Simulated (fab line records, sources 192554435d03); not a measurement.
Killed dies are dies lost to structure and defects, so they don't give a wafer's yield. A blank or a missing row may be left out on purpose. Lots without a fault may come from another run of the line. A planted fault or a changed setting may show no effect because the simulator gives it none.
Chamber matching | flow n5_finfet | N5_BEOL_M4_CO_CAP_55 on cvd_co-01: 3 sister chambers
The step material Co, precursor CCTBA/H2, target thk 2 nm, time 102.1 s. 3 wafers are shown with their chamber, then 7 later ones without.

WAFERS WITH THEIR CHAMBER
wafer  | chamber | heater_power_w (W)
L091.1 | 0       | 232
L091.5 | 1       | 251
L093.5 | 2       | 217

WAFERS WITHOUT THEIR CHAMBER
wafer  | heater_power_w (W)
L093.6 | 247
L095.1 | 248
L095.2 | 219
L095.3 | 224
L094.1 | 221
L094.2 | 251
L094.5 | 219

WHICH CHAMBER EACH WENT THROUGH
wafer  | from the rows above     | in truth
L093.6 | 1                       | 1
L095.1 | 1                       | 1
L095.2 | 2                       | 2
L095.3 | can't be placed: 2 or 0 | 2
L094.1 | can't be placed: 2 or 0 | 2
L094.2 | 1                       | 1
L094.5 | 2                       | 2
Placed correctly: 5 of 7. Can't be placed from these rows: 2 (the true chamber is among the candidates in 2). Placed wrongly: 0.
How it was worked out, from the rows above alone: a wafer's distance from a chamber is the root of the sum, over the readings, of the square of ((its reading less the chamber's mean) divided by the reading's scatter). The wafer belongs to the nearest chamber; if the next one is less than 2 further off, it can't be placed. A chamber's mean is the mean of its shown wafers. The scatter: with one shown wafer a chamber, the root of the mean of the squares of how far each hidden wafer lies from its nearest shown one.
